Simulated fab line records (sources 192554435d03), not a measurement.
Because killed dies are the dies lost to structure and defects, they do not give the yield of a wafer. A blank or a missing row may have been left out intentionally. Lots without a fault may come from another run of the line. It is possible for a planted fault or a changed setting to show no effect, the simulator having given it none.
Matching of chambers | flow n5 finfet | pecvd-01 running N5_BEOL_M0_SAQP_PECVD_97: 3 sister chambers
The step deposits SiNx from SiH4/NH3/N2, target thk 23 nm, time 19.9 s. 6 wafers are shown with their chamber, then 7 later ones without.

WAFERS PAIRED WITH THEIR CHAMBERS
wafer  | chamber | throttle valve pct (%) | showerhead plenum p Torr (Torr)
L108.5 | 1       | 37.9                   | 5.27
L111.2 | 2       | 36.9                   | 5.18
L112.3 | 1       | 38.0                   | 5.26
L112.5 | 0       | 42.4                   | 5.12
L113.2 | 0       | 41.9                   | 5.12
L113.3 | 2       | 36.8                   | 5.19

WAFERS WHOSE CHAMBER IS MISSING
wafer  | throttle valve pct (%) | showerhead plenum p Torr (Torr)
L113.6 | 36.9                   | 5.19
L114.3 | 38.0                   | 5.25
L114.5 | 42.0                   | 5.11
L114.6 | 37.0                   | 5.19
L116.1 | 38.0                   | 5.27
L116.5 | 36.8                   | 5.18
L116.6 | 38.1                   | 5.26

WHICH CHAMBER EACH WENT THROUGH
wafer  | from the rows above | in truth
L113.6 | 2                   | 2
L114.3 | 1                   | 1
L114.5 | 0                   | 0
L114.6 | 2                   | 2
L116.1 | 1                   | 1
L116.5 | 2                   | 2
L116.6 | 1                   | 1
Correct placement for 7 of the 7. Can't be placed from these rows: 0. Number placed wrongly: 0.
How it was worked out, from the rows above alone: a wafer's distance from a chamber is the root of the sum, over the readings, of the square of ((its reading less the chamber's mean) divided by the reading's scatter). The wafer belongs to the nearest chamber; if the next one is less than 2 further off, it can't be placed. For every chamber, the mean is computed from those of its wafers that are shown. The scatter is the square root of a quotient: the sum, over the shown wafers, of each reading's squared deviation from its chamber's mean, divided by wafers minus chambers.
